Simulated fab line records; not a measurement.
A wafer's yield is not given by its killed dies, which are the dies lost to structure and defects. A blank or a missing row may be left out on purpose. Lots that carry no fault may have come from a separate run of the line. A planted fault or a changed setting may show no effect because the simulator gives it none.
fab line records + flow nand-harc
record
- lots=13
- wafers=39
- last-day=34
route steps=1302 shown A_CONTACT@1013 THIN_TSV@1268 END@1302
lots untouched by any fault: they come from a run of this same line in which no faults occurred
start-h: hours from the record's first day to the start of the lot's first wafer shown + wait-h: hours elapsed since this lot's preceding step + " identical to the entry in the row above + L1.1+2: one row covering several wafers at once + - no value, or no start was given + * or withheld: withheld + < > ~ a bound
route shown NAME@n: NAME is a module with steps in the file, n the number in the route of the first one + usual: mean/standard deviation of fault-free wafers + same: alike in all rows + chamber/n: place in a boat + sites: per-site readings + _std_site: their standard deviation + _edge_site: inner sites' mean taken away from outer sites' mean + radius-mm: for every site, how far away it sits from the centre of the wafer + mask NAME#n: copy n + behind: the last tool/chamber to shape the wafer + hold: cause of the lot's hold/its duration in hours/its outcome + device: transistor that didn't switch, given as n, p or np + end of line: tests run on the same wafers once the route is complete + where a step has no rows: the recipe by itself + killed: at the first sort, the dies lost to defects and structure; wafer yield is something else + map: the dies of a wafer, with x for killed, . for not killed, _ for no die there
set.NAME: the setting as run; set.NAME@STEP: as run at that earlier step + model.NAME: the simulator's own value behind a step, which no gauge read
a sample of lots followed through the steps of the route, with each step as a table and each wafer as a row
services: when a tool's chamber went out of use (start-h, in hours from the record's first day, below 0 if earlier), for how many hours, and the reason
## steps
# step NHARC_A_CONTACT_ETCH_119
# recipe
- source-w=withheld
- pressure-mtorr=20
- bias-v=3000
- time-s=190
- target-depth-a=18500
- ar-flow-sccm=withheld
- c4f8-flow-sccm=withheld
- o2-flow-sccm=withheld
- chemistry=C4F8/O2/Ar
# same
- time-s=190
| lot.wafer | tool            | chamber | start-h | wait-h | rf-hours-counter-h |
|-----------|-----------------|---------|---------|--------|--------------------|
| L265.2    | har-cap-etch-02 | 0       | 504.96  | 0.1    | 85                 |
| L265.1    | "               | 1       | "       | "      | 85                 |
| L265.4    | "               | 1       | "       | "      | -                  |
| L264.3    | har-cap-etch-03 | 1       | 505.68  | 0.1    | -                  |
| L264.4    | "               | 0       | "       | "      | -                  |
| L264.6    | "               | 0       | "       | "      | -                  |
| L266.1    | har-cap-etch-02 | 0       | 512.16  | 0.1    | 88                 |
| L266.4    | "               | 0       | "       | "      | -                  |
| L266.6    | "               | 0       | "       | "      | -                  |
| L269.1    | har-cap-etch-03 | 1       | 534.54  | 0.1    | 47                 |
| L269.4    | "               | 1       | "       | "      | -                  |
| L269.5    | "               | 1       | "       | "      | -                  |
| L268.2    | har-cap-etch-02 | 0       | 535.17  | 0.1    | 94                 |
| L268.3    | "               | 0       | "       | "      | -                  |
| L268.4    | "               | 1       | "       | "      | -                  |
| L270.3    | har-cap-etch-02 | 1       | 559.92  | 0.1    | -                  |
| L270.4    | "               | 0       | "       | "      | -                  |
| L270.5    | "               | 0       | "       | "      | -                  |
| L274.1    | har-cap-etch-02 | 0       | 597.80  | 0.1    | 102                |
| L274.3    | "               | 1       | "       | "      | -                  |
| L274.6    | "               | 0       | "       | "      | -                  |
| L276.2    | har-cap-etch-03 | 0       | 618.20  | 0.1    | 59                 |
| L276.4    | "               | 1       | "       | "      | -                  |
| L276.6    | "               | 1       | "       | "      | -                  |
| L282.1    | har-cap-etch-03 | 0       | 680.19  | 0.1    | 70                 |
| L282.3    | "               | 0       | "       | "      | -                  |
| L282.6    | "               | 0       | "       | "      | -                  |
| L283.1    | har-cap-etch-02 | 1       | 714.36  | 0.1    | 123                |
| L283.4    | "               | 0       | "       | "      | -                  |
| L283.6    | "               | 0       | "       | "      | -                  |
| L285.1    | har-cap-etch-03 | 1       | 715.98  | 0.1    | 75                 |
| L285.3    | "               | 1       | "       | "      | -                  |
| L285.5    | "               | 1       | "       | "      | -                  |
| L286.2    | har-cap-etch-02 | 1       | 730.44  | 0.1    | 127                |
| L286.6    | "               | 0       | "       | "      | -                  |
| L286.5    | "               | 1       | "       | "      | -                  |
| L287.1    | har-cap-etch-01 | 0       | 731.31  | 0.1    | 36                 |
| L287.4    | "               | 0       | "       | "      | -                  |
| L287.5    | "               | 1       | "       | "      | -                  |
# step NHARC_THIN_TSV_ETCHBACK_48
# recipe
- target-depth-a=10285
- over-etch-frac=0.3
- time-s=405.17
- ion-energy-ev=250
- c4f8-flow-sccm=withheld
- ar-flow-sccm=withheld
- rf-w=600
- bias-w=300
- chemistry=C4F8/Ar
# usual
- oes-product-au=0.95/0.036
- rf-vpp-V=546.6/2.8
| lot.wafer | tool        | chamber | start-h | wait-h | oes-product-au | rf-hours-counter-h | rf-vpp-V |
|-----------|-------------|---------|---------|--------|----------------|--------------------|----------|
| L265.1    | rie-diel-08 | 0       | 557.89  | -      | 1.00           | 0.1                | 548.7    |
| L265.4    | "           | 1       | "       | "      | 1.01           | 0.1                | 547.0    |
| L265.2    | "           | 2       | "       | "      | 1.00           | 0.1                | 548.3    |
| L264.4    | rie-diel-08 | 2       | 570.27  | -      | 0.99           | 0.9                | 548.4    |
| L264.3    | "           | 0       | "       | "      | 0.97           | 0.9                | 549.9    |
| L264.6    | "           | 3       | "       | "      | 0.99           | -                  | 548.7    |
| L266.1    | rie-diel-08 | 0       | 572.82  | -      | 1.01           | 1.0                | 549.4    |
| L266.4    | "           | 0       | "       | "      | 1.01           | -                  | 549.7    |
| L266.6    | "           | 1       | "       | "      | 1.01           | -                  | 545.1    |
| L268.3    | rie-diel-08 | 0       | 589.27  | 0.3    | 0.93           | 2.5                | 550.2    |
| L268.4    | "           | 2       | "       | "      | 0.93           | 2.7                | 548.4    |
| L268.2    | "           | 3       | "       | "      | 0.93           | 2.9                | 546.8    |
| L269.1    | rie-diel-11 | 3       | 590.73  | 0.5    | 0.93           | 7.3                | 544.6    |
| L269.4    | "           | 0       | "       | "      | 0.92           | 7.8                | 547.4    |
| L269.5    | "           | 1       | "       | "      | 0.93           | -                  | 545.8    |
| L270.4    | rie-diel-05 | 0       | 610.89  | -      | 1.00           | 0.6                | 541.4    |
| L270.3    | "           | 2       | "       | "      | 1.01           | 0.7                | 541.7    |
| L270.5    | "           | 1       | "       | "      | 0.99           | -                  | 542.9    |
| L274.1    | rie-diel-05 | 2       | 660.78  | -      | 1.00           | 3.9                | 540.8    |
| L274.3    | "           | 3       | "       | "      | 1.01           | 4.3                | 551.1    |
| L274.6    | "           | 3       | "       | "      | 1.00           | -                  | 551.3    |
| L276.4    | rie-diel-08 | 1       | 679.28  | -      | 0.92           | 6.9                | 547.0    |
| L276.2    | "           | 0       | "       | "      | 0.93           | 6.0                | 549.7    |
| L276.6    | "           | 2       | "       | "      | 0.92           | -                  | 547.5    |
| L282.3    | rie-diel-08 | 2       | 738.68  | -      | 0.99           | 0.5                | 548.5    |
| L282.1    | "           | 0       | "       | "      | 0.99           | 0.3                | 549.4    |
| L282.6    | "           | 3       | "       | "      | 0.99           | -                  | 546.2    |
| L283.1    | rie-diel-11 | 0       | 768.89  | -      | 0.92           | 9.9                | 547.6    |
| L283.4    | "           | 3       | "       | "      | 0.92           | -                  | 543.3    |
| L283.6    | "           | 2       | "       | "      | 0.93           | -                  | 544.6    |
| L285.3    | rie-diel-08 | 0       | 771.39  | -      | 0.92           | 2.4                | 548.9    |
| L285.1    | "           | 2       | "       | "      | 0.92           | 2.5                | 548.4    |
| L285.5    | "           | 0       | "       | "      | 0.93           | -                  | 549.7    |
| L286.2    | rie-diel-05 | 1       | 791.45  | -      | 1.00           | 1.2                | 543.6    |
| L286.6    | "           | 1       | "       | "      | 0.99           | -                  | 544.1    |
| L286.5    | "           | 2       | "       | "      | 0.99           | -                  | 541.6    |
| L287.1    | rie-diel-08 | 0       | 791.72  | -      | 0.94           | 4.1                | 548.9    |
| L287.4    | "           | 2       | "       | "      | 0.96           | 3.5                | 548.2    |
| L287.5    | "           | 3       | "       | "      | 0.94           | -                  | 547.5    |
# step NHARC_THIN_TSV_DEGAS_49
# recipe
- temp-c=300
- time-s=120
# usual
- heater-power-w=474/48
# same
- time-s=120
| lot.wafer | tool           | chamber | start-h | wait-h | heater-power-w |
|-----------|----------------|---------|---------|--------|----------------|
| L265.2    | pvd-sputter-01 | -       | 558.38  | 0.1    | 463            |
| L265.4    | "              | -       | "       | "      | 466            |
| L265.1    | "              | -       | "       | "      | 439            |
| L264.4    | pvd-sputter-02 | -       | 570.80  | 0.1    | 487            |
| L264.3    | "              | -       | "       | "      | 467            |
| L264.6    | "              | -       | "       | "      | 486            |
| L266.4    | pvd-sputter-03 | -       | 573.45  | 0.1    | 428            |
| L266.1    | "              | -       | "       | "      | 492            |
| L266.6    | "              | -       | "       | "      | 493            |
| L268.2    | pvd-sputter-03 | -       | 589.80  | 0.1    | 507            |
| L268.4    | "              | -       | "       | "      | 480            |
| L268.3    | "              | -       | "       | "      | 371            |
| L269.4    | pvd-sputter-02 | -       | 591.28  | 0.1    | 542            |
| L269.1    | "              | -       | "       | "      | 478            |
| L269.5    | "              | -       | "       | "      | 412            |
| L270.3    | pvd-sputter-02 | -       | 611.42  | 0.1    | 462            |
| L270.4    | "              | -       | "       | "      | 429            |
| L270.5    | "              | -       | "       | "      | 462            |
| L274.1    | pvd-sputter-02 | -       | 661.31  | 0.2    | 413            |
| L274.3    | "              | -       | "       | "      | 462            |
| L274.6    | "              | -       | "       | "      | 423            |
| L276.2    | pvd-sputter-02 | -       | 679.82  | 0.2    | 472            |
| L276.4    | "              | -       | "       | "      | 438            |
| L276.6    | "              | -       | "       | "      | 519            |
| L282.1    | pvd-sputter-02 | -       | 739.21  | 0.1    | 485            |
| L282.3    | "              | -       | "       | "      | 522            |
| L282.6    | "              | -       | "       | "      | 476            |
| L283.1    | pvd-sputter-02 | -       | 769.60  | 0.1    | 530            |
| L283.4    | "              | -       | "       | "      | 443            |
| L283.6    | "              | -       | "       | "      | 439            |
| L285.1    | pvd-sputter-02 | -       | 772.13  | 0.2    | 512            |
| L285.3    | "              | -       | "       | "      | 544            |
| L285.5    | "              | -       | "       | "      | 515            |
| L286.2    | pvd-sputter-01 | -       | 792.04  | 0.2    | 471            |
| L286.5    | "              | -       | "       | "      | 443            |
| L286.6    | "              | -       | "       | "      | 406            |
| L287.1    | pvd-sputter-03 | -       | 792.21  | 0.1    | 512            |
| L287.4    | "              | -       | "       | "      | 442            |
| L287.5    | "              | -       | "       | "      | 502            |
# step NHARC_THIN_TSV_ETCH_59
# recipe
- target-depth-a=8800
- icp-w=900
- bias-w=100
- Cl2_flow_sccm=60
- bcl3-flow-sccm=30
- time-s=138.1
- chemistry=Cl2/BCl3
# usual
- drypump-motor-current-A=6.07/0.27
- mfc-cl2-sccm=60.02/0.18
- oes-product-au=0.999/0.0073
- throttle-valve-pct=22.265/0.0092
# same
- time-s=138.1
| lot.wafer | tool         | chamber | start-h | wait-h | drypump-motor-current-A | mfc-cl2-sccm | oes-product-au | rf-hours-counter-h | throttle-valve-pct |
|-----------|--------------|---------|---------|--------|-------------------------|--------------|----------------|--------------------|--------------------|
| L265.1    | rie-metal-01 | 0       | 561.71  | 0.1    | 6.19                    | 59.99        | 0.994          | 2.3                | 22.271             |
| L265.2    | "            | 1       | "       | "      | 5.99                    | 59.99        | 0.994          | 2.3                | 22.259             |
| L265.4    | "            | 1       | "       | "      | 5.98                    | 60.09        | 0.998          | -                  | 22.263             |
| L264.4    | rie-metal-03 | 1       | 574.17  | 0.1    | 6.30                    | 60.07        | 1.002          | -                  | 22.261             |
| L264.3    | "            | 0       | "       | "      | 5.52                    | 59.84        | 0.999          | -                  | 22.250             |
| L264.6    | "            | 0       | "       | "      | 5.51                    | 60.09        | 0.998          | -                  | 22.260             |
| L266.1    | rie-metal-02 | 0       | 576.89  | 0.1    | 6.44                    | 59.85        | 0.987          | 1.9                | 22.271             |
| L266.4    | "            | 0       | "       | "      | 6.42                    | 59.80        | 0.989          | -                  | 22.255             |
| L266.6    | "            | 1       | "       | "      | 5.77                    | 59.81        | 1.003          | -                  | 22.270             |
| L268.2    | rie-metal-02 | 0       | 593.61  | 0.1    | 6.41                    | 59.81        | 0.989          | 2.2                | 22.256             |
| L268.3    | "            | 1       | "       | "      | 5.77                    | 60.28        | 1.002          | -                  | 22.265             |
| L268.4    | "            | 0       | "       | "      | 6.41                    | 59.75        | 0.991          | -                  | 22.266             |
| L269.1    | rie-metal-01 | 1       | 594.74  | 0.2    | 5.98                    | 59.93        | 1.002          | 0.2                | 22.268             |
| L269.4    | "            | 1       | "       | "      | 5.98                    | 60.24        | 1.009          | -                  | 22.266             |
| L269.5    | "            | 1       | "       | "      | 5.99                    | 60.05        | 1.005          | -                  | 22.269             |
| L270.4    | rie-metal-02 | 0       | 615.11  | 0.2    | 6.43                    | 59.95        | 0.992          | -                  | 22.254             |
| L270.3    | "            | 1       | "       | "      | 5.77                    | 59.87        | 0.990          | -                  | 22.278             |
| L270.5    | "            | 0       | "       | "      | 6.41                    | 59.83        | 0.991          | -                  | 22.252             |
| L274.1    | rie-metal-02 | 1       | 664.73  | 0.1    | 5.80                    | 60.03        | 1.015          | 0.5                | 22.268             |
| L274.3    | "            | 0       | "       | "      | 6.45                    | 60.05        | 0.997          | -                  | 22.263             |
| L274.6    | "            | 1       | "       | "      | 5.80                    | 59.92        | 1.009          | -                  | 22.263             |
| L276.2    | rie-metal-01 | 1       | 683.25  | 0.1    | 5.99                    | 59.97        | 1.005          | 1.7                | 22.268             |
| L276.4    | "            | 1       | "       | "      | 5.99                    | 60.09        | 1.003          | -                  | 22.265             |
| L276.6    | "            | 0       | "       | "      | 6.19                    | 60.00        | 0.993          | -                  | 22.268             |
| L282.1    | rie-metal-01 | 1       | 742.57  | 0.1    | 5.98                    | 59.78        | 0.998          | 3.2                | 22.282             |
| L282.3    | "            | 1       | "       | "      | 5.95                    | 59.98        | 0.995          | -                  | 22.267             |
| L282.6    | "            | 0       | "       | "      | 6.17                    | 60.10        | 0.991          | -                  | 22.269             |
| L283.1    | rie-metal-01 | 1       | 773.02  | 0.1    | 5.97                    | 60.03        | 0.992          | 0.1                | 22.268             |
| L283.4    | "            | 0       | "       | "      | 6.17                    | 59.90        | 0.992          | -                  | 22.272             |
| L283.6    | "            | 0       | "       | "      | 6.16                    | 59.76        | 0.995          | -                  | 22.275             |
| L285.1    | rie-metal-02 | 1       | 775.44  | 0.2    | 5.80                    | 60.43        | 1.006          | 2.4                | 22.270             |
| L285.3    | "            | 0       | "       | "      | 6.40                    | 60.04        | 0.999          | -                  | 22.259             |
| L285.5    | "            | 0       | "       | "      | 6.42                    | 60.05        | 0.987          | -                  | 22.266             |
| L286.2    | rie-metal-02 | 0       | 795.42  | 0.1    | 6.40                    | 60.07        | 0.993          | 2.6                | 22.256             |
| L286.5    | "            | 0       | "       | "      | 6.37                    | 60.01        | 0.999          | -                  | 22.251             |
| L286.6    | "            | 1       | "       | "      | 5.81                    | 59.96        | 1.002          | -                  | 22.250             |
| L287.1    | rie-metal-01 | 1       | 795.63  | 0.1    | 5.99                    | 59.87        | 1.000          | 0.5                | 22.279             |
| L287.4    | "            | 1       | "       | "      | 5.98                    | 60.05        | 1.000          | -                  | 22.244             |
| L287.5    | "            | 1       | "       | "      | 5.99                    | 60.16        | 1.009          | -                  | 22.266             |
# step NHARC_END_SORT_01
# recipe
- temp-c=25
# usual
- killed-at-array=53/21
- killed-at-other=1.0/1.3
- killed-at-periphery=3.8/2.4
- killed-dies=58/21
- killed-open=3.4/1.9
- killed-short=2.4/1.5
# same
- gross-dies=677
| lot.wafer | tool      | chamber | start-h | wait-h | killed-at-array | killed-at-other | killed-at-periphery | killed-dies | killed-open | killed-short |
|-----------|-----------|---------|---------|--------|-----------------|-----------------|---------------------|-------------|-------------|--------------|
| L274.1    | prober-02 | 0       | 677.03  | 2.5    | 47              | 1               | 2                   | 50          | 2           | 3            |
| L274.3    | prober-02 | 0       | 678.64  | 3.1    | 145             | 1               | 0                   | 146         | 3           | 2            |
| L274.6    | prober-02 | 0       | 681.05  | 4.0    | 74              | 2               | 3                   | 79          | 1           | 3            |
# killed by level:class
L274.1 A_SLIT:chamber-film-flake=18 A_CHANNEL_HOLE_D1:chamber-film-flake=16 A_WL_FILL:chamber-film-flake=2 A_M1:chamber-film-flake=2 P_CONTACT:geometric-particle:open=1 A_ONON_D1:geometric-particle:short=1 A_DECK1_JOINT:geometric-particle:short=1 A_WL_FILL:geometric-particle:short=1
L274.3 A_CONTACT:unspecified=94 A_SLIT:chamber-film-flake=23 A_CHANNEL_HOLE_D1:chamber-film-flake=16 A_CONTACT:chamber-film-flake=4 A_ONON_D1:geometric-particle:short=1 A_ONON_D2:geometric-particle:open=1 A_SGD_CUT:geometric-particle:open=1 A_WL_FILL:geometric-particle:short=1
L274.6 A_CHANNEL_HOLE_D1:chamber-film-flake=36 A_SLIT:chamber-film-flake=24 A_CONTACT:chamber-film-flake=5 A_M0:geometric-particle:short=2 A_DECK1_JOINT:chamber-film-flake=2 A_STAIRCASE:chamber-film-flake=2 A_SGD_CUT:chamber-film-flake=2 THIN_TSV:chamber-film-flake=2
## services
| tool            | chamber | start-h | hours | kind   |
|-----------------|---------|---------|-------|--------|
| pvd-sputter-02  | -       | 487.24  | 10.0  | pm     |
| rie-diel-08     | 2       | 495.37  | 6.9   | repair |
| pvd-sputter-03  | -       | 536.44  | 10.0  | pm     |
| rie-diel-08     | -       | 544.80  | 9.0   | pm     |
| pvd-sputter-02  | -       | 550.37  | 0.5   | repair |
| rie-diel-05     | 1       | 559.38  | 3.0   | repair |
| rie-diel-05     | 1       | 564.54  | 3.1   | repair |
| rie-diel-05     | 3       | 570.03  | 15.9  | repair |
| rie-diel-08     | 2       | 572.35  | 2.8   | repair |
| rie-metal-01    | -       | 575.01  | 9.0   | pm     |
| pvd-sputter-02  | -       | 578.12  | 2.2   | repair |
| rie-diel-05     | -       | 583.60  | 9.0   | pm     |
| rie-metal-02    | 0       | 627.65  | 28.7  | repair |
| rie-diel-08     | 2       | 627.86  | 6.2   | repair |
| rie-metal-02    | -       | 631.00  | 9.0   | pm     |
| rie-metal-01    | -       | 631.44  | 0.6   | repair |
| rie-diel-05     | 0       | 649.49  | 4.3   | repair |
| rie-metal-02    | 1       | 653.95  | 6.6   | repair |
| pvd-sputter-02  | -       | 665.24  | 10.0  | pm     |
| rie-diel-08     | -       | 721.80  | 9.0   | pm     |
| har-cap-etch-02 | -       | 751.99  | 0.6   | repair |
| rie-metal-01    | -       | 752.01  | 9.0   | pm     |
| har-cap-etch-02 | -       | 754.39  | 17.0  | pm     |
| rie-diel-08     | -       | 783.39  | 0.9   | repair |
## key
first-sign
- step=NHARC_END_SORT_01
- reading=killed-at-array
- direction=up
- sigmas=4.4
- usual=53
- struck=145
effect
- step=NHARC_END_SORT_01
- reading=killed-dies
- direction=up
- sigmas=4.2
- usual=58
- struck=146
more-kills-born-at
- NHARC_A_CONTACT_ETCH_119@har-cap-etch-02=92
met-at NHARC_A_CONTACT_ETCH_119
struck-lots L274
struck-wafers L274.3
tester-left-out L274
not-acting-at NHARC_THIN_TSV_ETCHBACK_48,NHARC_THIN_TSV_DEGAS_49,NHARC_THIN_TSV_ETCH_59
onset-between 559.92 597.80
fault
- kind=chamber-particle-source
- tool=har-cap-etch-02
- chamber=1
- onset-h=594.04
- steps=NHARC_A_CONTACT_ETCH_119
- rate-per-visit-cm2=1.7967
- end-h=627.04
# tester-left-out: of these lots the tester's yield and bins aren't shown, on N5 and GAA mostly nor the transistor test; their killed dies are dies lost to structure and defects alone, not to doping, threshold or leakage, so they don't give the yield
